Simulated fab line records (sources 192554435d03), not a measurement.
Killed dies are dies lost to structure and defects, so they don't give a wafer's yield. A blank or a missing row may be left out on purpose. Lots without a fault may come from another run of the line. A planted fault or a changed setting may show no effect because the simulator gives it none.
fab line records	flow n5_finfet
record lots=6	wafers=18	last_day=18
route steps=1938 shown BEOL_M3@965 BEOL_M4@1111
lots untouched by any fault: they come from a run of this same line in which no faults occurred
start_h: the number of hours between the record's first day and the start of the first shown wafer of the lot	wait_h: hours elapsed since this lot's preceding step	" the same as in the row above	L1.1+2: one row covering several wafers at once	- value missing, or start not given	* or withheld: withheld	< > ~ a bound
route shown NAME@n: names a module that has steps shown in the file, with the first one's number in the route	usual: mean and standard deviation over wafers with no fault	same: alike in all rows	chamber/n: place in a boat	sites: readings site by site	_std_site: standard deviation of those values	_edge_site: the outer-site mean with the inner-site mean subtracted	radius_mm: for every site, how far away it sits from the centre of the wafer	mask NAME#n: copy n	behind: the most recent tool/chamber to have shaped the wafer	hold: what put the lot on hold/how long, in hours/how the hold closed	device: whichever transistor did not switch (one of n, p or np)	end of line: tests of these same wafers at the route's end	a step given without rows: its recipe and nothing more	killed: dies lost to structure and defects at the first sort, not the wafer's yield	map: shows each die of a wafer: x if killed, . if not, _ if none is there
set.NAME: the setting that was run; set.NAME@STEP: the one run at that earlier step	model.NAME: the simulator's own value behind a step, which no gauge read
a table for each step, a row for each wafer; lots at some steps of the route
services: the hour from which a tool's chamber was out of use, counted from the record's first day as start_h (under 0 if before that day), plus the number of hours and why
## steps
# step N5_BEOL_M3_DEVELOP_27
# recipe develop_time_s=30	developer=TMAH	resist=CAR-EUV	rinse_liquid=surfactant_rinse	dry=air_spin	dev_temp_c=23
# step N5_BEOL_M3_CD_MEAS_28
# recipe target_cd_nm=25.7	landing_energy_ev=500	detector=se_inlens	target_cd_y_nm=23.3	polarity=opening
# usual cd_nm=25.74/0.23
lot.wafer	tool	chamber	start_h	wait_h	cd_nm
L667.1	cd_sem-01	0	163.18	-	25.83
L667.3	"	0	"	"	26.23
L667.6	"	0	"	"	26.32
L673.3	cd_sem-02	0	194.02	-	25.70
L673.5	"	0	"	"	25.75
L673.6	"	0	"	"	25.72
L678.1	cd_sem-03	0	267.12	-	26.47
L678.4	"	0	"	"	25.44
L678.6	"	0	"	"	25.93
L680.2	cd_sem-02	0	271.82	-	25.61
L680.4	"	0	"	"	25.49
L680.5	"	0	"	"	25.60
L677.4	cd_sem-02	0	280.18	-	25.72
L677.5	"	0	"	"	25.66
L677.6	"	0	"	"	26.04
L683.1	cd_sem-03	0	281.49	-	25.97
L683.4	"	0	"	"	25.89
L683.5	"	0	"	"	25.72
# step N5_BEOL_M3_OVL_MEAS_29
# recipe points_per_wafer=522
# usual V2_OVL=0.5/0.69
lot.wafer	tool	chamber	start_h	wait_h	V2_OVL[nm]
L667.1	overlay-01	0	163.21	0.0	0.7
L667.3	"	0	"	"	0.0
L667.6	"	0	"	"	0.8
L673.3	overlay-01	0	194.06	0.0	0.2
L673.5	"	0	"	"	0.9
L673.6	"	0	"	"	1.4
L678.1	overlay-01	0	267.15	0.0	2.0
L678.4	"	0	"	"	0.9
L678.6	"	0	"	"	0.8
L680.2	overlay-01	0	271.85	0.0	-0.5
L680.4	"	0	"	"	0.1
L680.5	"	0	"	"	-0.7
L677.4	overlay-02	0	280.23	0.0	0.1
L677.5	"	0	"	"	1.0
L677.6	"	0	"	"	0.6
L683.1	overlay-02	0	281.52	0.0	-0.1
L683.4	"	0	"	"	0.2
L683.5	"	0	"	"	-0.1
# step N5_BEOL_M3_INSPECT_30
# recipe mode=adi	inspect_instrument=brightfield
# usual raw_defect_count=388/86
lot.wafer	tool	chamber	start_h	wait_h	raw_defect_count
L667.1	defect_inspect-01	-	163.27	0.1	382
L667.3	"	-	"	"	546
L667.6	"	-	"	"	460
L673.3	defect_inspect-01	-	194.11	0.0	301
L673.5	"	-	"	"	433
L673.6	"	-	"	"	375
L678.1	defect_inspect-01	-	267.21	0.1	429
L678.4	"	-	"	"	350
L678.6	"	-	"	"	482
L680.2	defect_inspect-01	-	271.91	0.0	290
L680.4	"	-	"	"	277
L680.5	"	-	"	"	248
L677.4	defect_inspect-02	-	280.27	0.0	423
L677.5	"	-	"	"	293
L677.6	"	-	"	"	321
L683.1	defect_inspect-02	-	281.58	0.1	357
L683.4	"	-	"	"	443
L683.5	"	-	"	"	428
# step N5_BEOL_M3_DESCUM_33
# recipe chemistry=O2	time_s=7	source_power_w=50	bias_power_w=20	pressure_mtorr=20	rf_frequency_hz=2.712e+07	temp_c=40	resist=CAR-EUV	o2_flow_sccm=225
# step N5_BEOL_M3_ETCH_77
# recipe chemistry=N2/H2	target=underlayer	target_depth_a=65	mask_material=CAR-EUV	time_s=5.2	ion_energy_ev=200	pressure_mtorr=30	source_w=840	bias_w=150	n2_flow_sccm=200	h2_flow_sccm=200	ends=cleared
# usual bias_w=150.0/0.42	drypump_motor_current_A=5.6/0.69	etch_rf_on_time_s=5.21/0.12	oes_product_au=0.66/0.08	rf_vpp_V=524.1/2.7	showerhead_plenum_p_Torr=2.55/0.097	throttle_valve_pct=17.92/0.21
lot.wafer	tool	chamber	start_h	wait_h	bias_w	drypump_motor_current_A	etch_rf_on_time_s	oes_product_au	rf_hours_counter_h	rf_vpp_V	showerhead_plenum_p_Torr	throttle_valve_pct
L667.1	rie_diel-05	2	163.34	0.0	149.4	5.3	5.33	0.60	204	525.5	2.62	17.90
L667.3	"	1	"	"	149.7	6.7	5.24	0.64	153	519.8	2.43	17.97
L667.6	"	0	"	"	149.4	6.7	5.12	0.60	-	522.5	2.40	18.17
L673.3	rie_diel-01	0	194.91	0.0	149.7	5.0	5.21	0.64	164	525.7	2.64	18.11
L673.5	"	0	"	"	149.9	5.0	5.16	0.65	-	527.1	2.64	18.12
L673.6	"	1	"	"	149.7	5.2	5.07	0.59	-	526.3	2.61	17.83
L678.1	rie_diel-05	2	267.28	0.0	150.0	5.3	5.38	0.58	233	524.2	2.61	17.94
L678.4	"	1	"	"	149.5	6.7	5.30	0.60	190	521.4	2.41	18.04
L678.6	"	1	"	"	149.9	6.7	5.34	0.60	-	520.9	2.41	18.05
L680.2	rie_diel-05	2	272.03	0.0	150.4	5.3	5.35	0.58	234	527.5	2.61	17.94
L680.4	"	3	"	"	149.6	4.9	5.18	0.74	49	528.8	2.71	17.89
L680.5	"	0	"	"	150.6	6.7	5.02	0.58	-	519.0	2.38	18.29
L677.4	rie_diel-06	0	280.34	0.0	150.1	6.4	5.21	0.66	101	527.8	2.67	17.63
L677.5	"	3	"	"	149.8	5.5	5.11	0.62	-	523.7	2.52	18.03
L677.6	"	0	"	"	150.4	6.4	5.22	0.68	-	527.2	2.67	17.61
L683.1	rie_diel-06	1	281.64	0.0	150.3	5.4	5.44	0.58	217	522.2	2.50	17.94
L683.4	"	3	"	"	150.1	5.5	5.12	0.63	202	522.5	2.52	18.05
L683.5	"	0	"	"	149.5	6.4	5.27	0.68	-	527.0	2.67	17.58
# step N5_BEOL_M3_ETCH_69
# recipe chemistry=CF4	target=SiARC	target_depth_a=156	mask_material=CAR-EUV	time_s=26	ion_energy_ev=80	pressure_mtorr=40	source_w=545	bias_w=36	Ar_flow_sccm=100	cf4_flow_sccm=100	ends=cleared
# usual bias_w=36.01/0.12	drypump_motor_current_A=5.6/0.69	etch_rf_on_time_s=26.1/0.57	oes_product_au=0.66/0.081	rf_vpp_V=184.2/1.2	showerhead_plenum_p_Torr=2.15/0.07	throttle_valve_pct=15.71/0.24
lot.wafer	tool	chamber	start_h	wait_h	bias_w	drypump_motor_current_A	etch_rf_on_time_s	oes_product_au	rf_hours_counter_h	rf_vpp_V	showerhead_plenum_p_Torr	throttle_valve_pct
L667.1	rie_diel-05	2	163.35	0.0	36.11	5.3	26.6	0.59	204	185.0	2.21	15.72
L667.3	"	1	"	"	35.99	6.7	26.4	0.63	153	181.5	2.06	15.75
L667.6	"	0	"	"	36.00	6.7	26.2	0.60	-	183.1	2.04	16.02
L673.3	rie_diel-01	0	194.93	0.0	36.01	5.0	26.3	0.64	164	184.0	2.23	15.93
L673.5	"	0	"	"	35.91	5.0	26.4	0.65	-	183.9	2.23	15.91
L673.6	"	1	"	"	36.14	5.2	25.7	0.59	-	186.3	2.21	15.71
L678.1	rie_diel-05	2	267.29	0.0	35.96	5.3	26.8	0.58	233	184.1	2.20	15.78
L678.4	"	1	"	"	36.12	6.7	26.9	0.60	190	184.6	2.05	15.82
L678.6	"	1	"	"	35.90	6.7	26.8	0.60	-	182.9	2.05	15.83
L680.2	rie_diel-05	2	272.04	0.0	36.02	5.3	26.8	0.58	234	184.3	2.20	15.78
L680.4	"	3	"	"	35.99	4.9	25.8	0.73	49	184.8	2.26	15.58
L680.5	"	0	"	"	35.98	6.7	25.7	0.58	-	183.6	2.03	16.11
L677.4	rie_diel-06	0	280.35	0.0	36.08	6.4	26.0	0.68	101	186.5	2.23	15.37
L677.5	"	3	"	"	35.99	5.4	25.6	0.62	-	184.2	2.13	15.76
L677.6	"	0	"	"	35.90	6.4	26.2	0.68	-	185.6	2.23	15.39
L683.1	rie_diel-06	1	281.66	0.0	36.00	5.4	27.5	0.59	217	184.1	2.12	15.79
L683.4	"	3	"	"	36.03	5.5	25.7	0.62	202	184.5	2.13	15.77
L683.5	"	0	"	"	36.14	6.4	26.1	0.68	-	186.0	2.23	15.36
# step N5_BEOL_M3_ALD_98
# recipe material=SiO2	target_thk_a=25	temp_c=100	ald_precursor_family=BDEAS	ald_co_reactant=O2-plasma	pulse_time_s=1	co_reactant_pulse_time_s=1	purge_time_s=2	co_reactant_purge_time_s=2	ald_cycles=17	pressure_torr=2
# usual heater_power_w=79/7.2	precursor_pulse_height_rel=0.999/0.022
# same pulse_time_s=1
lot.wafer	tool	chamber	start_h	wait_h	heater_power_w	precursor_pulse_height_rel
L667.1	ald_sin-01	3	163.44	0.1	84	0.999
L667.3	"	1	"	"	72	0.991
L667.6	"	3	"	"	83	1.017
L673.3	ald_sin-02	0	195.06	0.1	82	0.987
L673.5	"	2	"	"	87	0.969
L673.6	"	3	"	"	63	1.019
L678.1	ald_sin-01	3	267.37	0.1	81	0.978
L678.4	"	2	"	"	79	1.025
L678.6	"	2	"	"	79	0.971
L680.2	ald_sin-02	2	272.13	0.1	91	0.965
L680.4	"	3	"	"	66	0.971
L680.5	"	1	"	"	69	1.026
L677.4	ald_sin-04	1	280.43	0.1	74	1.004
L677.5	"	1	"	"	75	0.998
L677.6	"	0	"	"	74	1.016
L683.1	ald_sin-02	3	282.31	0.6	63	1.003
L683.4	"	2	"	"	85	0.977
L683.5	"	2	"	"	89	0.999
# step N5_BEOL_M3_ETCHBACK_99
# recipe chemistry=CHF3	target=SiO2	target_depth_a=50	time_s=10.4	source_w=215	bias_w=47	Ar_flow_sccm=200	CHF3_flow_sccm=12	ion_energy_ev=100	pressure_mtorr=30
# usual drypump_motor_current_A=5.6/0.65	oes_product_au=0.77/0.095	rf_vpp_V=243/5.2	showerhead_plenum_p_Torr=2.17/0.065	throttle_valve_pct=17.19/0.24
# same time_s=10.4
lot.wafer	tool	chamber	start_h	wait_h	drypump_motor_current_A	oes_product_au	rf_hours_counter_h	rf_vpp_V	showerhead_plenum_p_Torr	throttle_valve_pct
L667.1	rie_diel-06	2	166.65	3.2	6.5	0.94	5	239	2.13	16.73
L667.3	"	3	"	"	5.5	0.74	175	238	2.16	17.25
L667.6	"	3	"	"	5.5	0.74	-	238	2.16	17.26
L673.3	rie_diel-01	3	196.95	1.8	4.7	0.70	232	244	2.12	17.39
L673.5	"	1	"	"	5.2	0.68	-	245	2.22	17.15
L673.6	"	0	"	"	5.0	0.75	-	250	2.22	17.29
L678.1	rie_diel-06	2	267.58	0.2	6.5	0.86	30	237	2.12	16.79
L678.4	"	3	"	"	5.5	0.72	198	239	2.15	17.29
L678.6	"	1	"	"	5.4	0.70	-	243	2.12	17.17
L680.2	rie_diel-01	1	277.84	5.7	5.2	0.98	3	243	2.21	16.78
L680.4	"	0	"	"	5.0	0.74	-	251	2.21	17.33
L680.5	"	1	"	"	5.2	0.99	-	244	2.21	16.78
L683.1	rie_diel-01	2	283.77	1.4	5.6	0.73	187	248	2.14	17.41
L683.4	"	2	"	"	5.6	0.72	-	249	2.14	17.41
L683.5	"	0	"	"	5.0	0.74	-	250	2.21	17.33
L677.4	rie_diel-06	1	286.46	6.0	5.4	0.69	218	241	2.12	17.22
L677.5	"	0	"	"	6.4	0.79	-	239	2.24	16.81
L677.6	"	3	"	"	5.4	0.72	-	238	2.15	17.29
# step N5_BEOL_M3_ETCH_70
# recipe chemistry=N2/H2	target=SOC	target_depth_a=800	overetch_a=160	mask_material=SiARC	temp_c=40	time_s=120	ion_energy_ev=200	pressure_mtorr=30	source_w=840	bias_w=150	n2_flow_sccm=200	h2_flow_sccm=200
# usual bias_w=150.1/0.47	drypump_motor_current_A=5.6/0.65	oes_product_au=0.59/0.067	rf_vpp_V=524.6/2.5	showerhead_plenum_p_Torr=2.56/0.093	throttle_valve_pct=17.89/0.23
# same time_s=120
lot.wafer	tool	chamber	start_h	wait_h	bias_w	drypump_motor_current_A	oes_product_au	rf_hours_counter_h	rf_vpp_V	showerhead_plenum_p_Torr	throttle_valve_pct
L667.1	rie_diel-06	2	166.68	0.0	149.5	6.5	0.70	5	523.5	2.50	17.45
L667.3	"	3	"	"	150.3	5.4	0.56	175	525.1	2.53	17.95
L667.6	"	3	"	"	150.3	5.4	0.56	-	522.6	2.53	17.96
L673.3	rie_diel-01	3	196.99	0.0	150.6	4.7	0.54	232	522.9	2.51	18.13
L673.5	"	1	"	"	149.6	5.2	0.53	-	524.9	2.61	17.77
L673.6	"	0	"	"	150.2	5.0	0.58	-	524.8	2.64	18.08
L678.1	rie_diel-06	2	267.62	0.0	150.3	6.5	0.66	31	520.9	2.49	17.51
L678.4	"	3	"	"	149.7	5.5	0.55	199	524.1	2.52	17.97
L678.6	"	1	"	"	150.2	5.4	0.55	-	522.3	2.50	17.89
L680.2	rie_diel-01	1	277.87	0.0	150.2	5.2	0.73	3	525.1	2.60	17.46
L680.4	"	0	"	"	149.8	5.0	0.56	-	527.0	2.63	18.14
L680.5	"	1	"	"	150.2	5.2	0.73	-	527.5	2.60	17.45
L683.1	rie_diel-01	2	283.81	0.0	150.1	5.5	0.56	187	524.5	2.51	17.99
L683.4	"	2	"	"	149.7	5.6	0.57	-	525.1	2.51	17.97
L683.5	"	0	"	"	149.8	5.0	0.57	-	525.9	2.63	18.15
L677.4	rie_diel-06	1	286.50	0.0	150.4	5.4	0.54	218	523.1	2.50	17.91
L677.5	"	0	"	"	151.0	6.4	0.61	-	527.0	2.67	17.58
L677.6	"	3	"	"	149.7	5.4	0.55	-	523.9	2.52	18.01
# step N5_BEOL_M3_STRIP_71
# recipe chemistry=N2/H2	temp_c=40	n2_flow_sccm=200	h2_flow_sccm=200	rf_frequency_hz=6e+07
# step N5_BEOL_M3_STRIP_78
# recipe chemistry=N2/H2	temp_c=40	n2_flow_sccm=200	h2_flow_sccm=200	rf_frequency_hz=6e+07
# step N5_BEOL_M3_VIA_ETCH_34
# recipe chemistry=C4F6/O2	target_depth_a=694	mask_material=SOC	pressure_mtorr=15	ion_energy_ev=250	taper_deg=4	time_s=65.9	source_w=350	bias_w=170	Ar_flow_sccm=300	C4F6_flow_sccm=10	O2_flow_sccm=10
# usual O2_flow_sccm=10.00/0.033	bias_w=170.0/0.5	drypump_motor_current_A=5.6/0.65	oes_product_au=0.77/0.094	rf_vpp_V=672/14	showerhead_plenum_p_Torr=2.87/0.084	throttle_valve_pct=30.89/0.28
# same time_s=65.9
lot.wafer	tool	chamber	start_h	wait_h	O2_flow_sccm	bias_w	drypump_motor_current_A	oes_product_au	rf_hours_counter_h	rf_vpp_V	showerhead_plenum_p_Torr	throttle_valve_pct	model.etch.depth_nm
L667.1	rie_diel-06	2	166.78	0.0	9.93	170.1	6.5	0.93	5	661	2.81	30.56	70.43
L667.3	"	3	"	"	9.97	170.0	5.5	0.74	176	659	2.85	30.98	70.71
L667.6	"	3	"	"	9.99	170.0	5.5	0.75	-	659	2.85	30.96	70.1
L673.3	rie_diel-01	3	197.09	0.0	9.97	170.6	4.7	0.70	232	670	2.80	31.08	68.76
L673.5	"	1	"	"	10.06	169.5	5.2	0.67	-	673	2.93	30.69	69.23
L673.6	"	0	"	"	9.99	169.5	5.0	0.76	-	692	2.94	30.96	68.73
L678.1	rie_diel-06	2	267.72	0.0	9.96	170.4	6.5	0.87	31	659	2.80	30.57	70.5
L678.4	"	3	"	"	9.99	169.4	5.5	0.72	199	656	2.84	30.98	69.08
L678.6	"	1	"	"	10.09	203.8	5.4	0.72	-	769	2.80	30.72	70.86
L680.2	rie_diel-01	1	277.97	0.0	10.00	169.6	5.2	0.99	3	674	2.92	30.72	73.25
L680.4	"	0	"	"	9.99	170.0	5.0	0.74	-	691	2.92	30.98	69.83
L680.5	"	1	"	"	10.02	169.2	5.2	0.99	-	672	2.92	30.70	73.5
L683.1	rie_diel-01	2	283.91	0.0	10.02	170.7	5.6	0.73	187	687	2.83	31.10	68.44
L683.4	"	2	"	"	9.99	170.0	5.6	0.73	-	688	2.83	31.11	67.93
L683.5	"	0	"	"	10.04	169.7	5.0	0.74	-	693	2.92	30.99	69.61
L677.4	rie_diel-06	1	286.60	0.0	10.00	203.2	5.4	0.72	218	769	2.80	30.73	71.31
L677.5	"	0	"	"	10.03	170.3	6.4	0.80	-	656	2.96	30.26	69.1
L677.6	"	3	"	"	9.99	169.7	5.4	0.72	-	657	2.84	31.00	69.63
# step N5_BEOL_M3_STRIP_83
# recipe chemistry=C4F6/O2	resist=SiARC	rf_frequency_hz=6e+07
# step N5_BEOL_M4_RC_MEAS_101
# usual DIBL_N=36.3/1.9	DIBL_P=36.0/2.1	IOFF_N=0.16/0.031	IOFF_P=0.21/0.035	ION_N=675/14	ION_P=464/8.5	SS_N=71.5/0.6	SS_P=73.3/0.72	VT_N=250/3.2	VT_P=-250/3.1
lot.wafer	tool	chamber	start_h	wait_h	DIBL_N[mV/V]	DIBL_P[mV/V]	IOFF_N[nA/um]	IOFF_P[nA/um]	ION_N[uA/um]	ION_P[uA/um]	SS_N[mV/dec]	SS_P[mV/dec]	VT_N[mV]	VT_P[mV]
L667.1	prober-01	0	182.85	0.0	37.0	39.3	0.19	0.24	691	469	71.5	75.0	243	-250
L667.3	"	0	"	"	39.5	42.1	0.25	0.29	700	472	72.5	74.8	242	-249
L667.6	"	0	"	"	35.5	37.8	0.18	0.22	704	483	70.8	73.7	244	-250
L673.3	prober-01	0	209.22	0.3	32.9	34.8	0.12	0.16	653	451	70.9	72.7	254	-254
L673.5	"	0	"	"	35.5	37.2	0.15	0.20	653	447	72.0	73.5	253	-252
L673.6	"	0	"	"	35.7	38.1	0.15	0.20	657	451	72.1	73.6	252	-251
L678.1	prober-01	0	285.09	0.0	35.8	33.6	0.14	0.18	661	454	71.6	72.2	252	-251
L678.4	"	0	"	"	36.8	35.1	0.16	0.21	680	472	71.9	73.1	249	-248
L678.6	"	0	"	"	35.7	33.7	0.14	0.19	679	475	72.4	72.7	250	-251
L680.2	prober-02	0	295.45	0.2	34.9	34.0	0.13	0.17	667	461	71.4	73.6	251	-250
L680.4	"	0	"	"	37.8	38.2	0.19	0.25	690	475	71.7	74.8	247	-247
L680.5	"	0	"	"	38.5	38.7	0.20	0.25	696	476	72.1	74.2	244	-245
L677.4	prober-02	0	320.52	0.5	36.7	36.3	0.15	0.21	676	460	72.0	73.5	252	-249
L677.5	"	0	"	"	36.8	37.2	0.16	0.22	674	461	71.2	73.9	251	-254
L677.6	"	0	"	"	34.8	34.3	0.12	0.18	658	454	71.0	72.8	255	-253
L683.1	prober-01	0	320.86	0.0	35.8	37.3	0.17	0.23	676	462	71.7	73.7	249	-248
L683.4	"	0	"	"	35.9	37.6	0.17	0.23	662	460	71.7	74.1	251	-249
L683.5	"	0	"	"	36.2	36.0	0.17	0.21	665	456	72.4	73.4	251	-252
## services
tool	chamber	start_h	hours	kind
ald_sin-02	1	160.35	15.6	repair
rie_diel-05	2	167.42	14.2	repair
rie_diel-06	-	168.33	28.1	pm
ald_sin-04	3	173.31	5.0	repair
ald_sin-02	-	176.75	14.0	pm
ald_sin-02	0	176.75	14.0	vent_cycle
ald_sin-02	1	176.75	14.0	vent_cycle
ald_sin-02	2	176.75	14.0	vent_cycle
ald_sin-02	3	176.75	14.0	vent_cycle
ald_sin-02	0	190.75	-	clean
ald_sin-01	3	204.32	16.5	repair
ald_sin-02	1	227.41	8.0	repair
ald_sin-02	2	246.87	4.6	repair
rie_diel-01	1	249.23	-	clean
rie_diel-01	1	249.23	-	consumable_replace:focus_ring
rie_diel-01	1	249.23	20.2	scheduled_down
rie_diel-01	1	249.23	20.2	vent_cycle
rie_diel-05	-	253.99	4.3	pm
ald_sin-01	-	269.17	14.0	pm
rie_diel-01	3	269.48	-	clean
rie_diel-01	3	269.48	-	consumable_replace:focus_ring
rie_diel-01	3	269.48	15.8	scheduled_down
rie_diel-01	3	269.48	15.8	vent_cycle
rie_diel-05	-	284.08	2.4	repair
## key
first_sign step=N5_BEOL_M3_VIA_ETCH_34	reading=bias_w	direction=up	sigmas=67	usual=*	struck=*
effect step=N5_BEOL_M3_VIA_ETCH_34	reading=rf_vpp_V	direction=up	sigmas=7	usual=672	struck=769
model_effect step=N5_BEOL_M3_VIA_ETCH_34	value=etch.depth_nm	without=67.02	struck=71.09
met_at N5_BEOL_M3_VIA_ETCH_34
struck_wafers L677.4,L678.6
fault kind=process_parameter_drift	tool=rie_diel-06	chamber=1	onset_h=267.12	steps=N5_BEOL_M3_VIA_ETCH_34	channel=bias_w	offset=*	shape=step	end_h=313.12	acts_in=*	stated=*
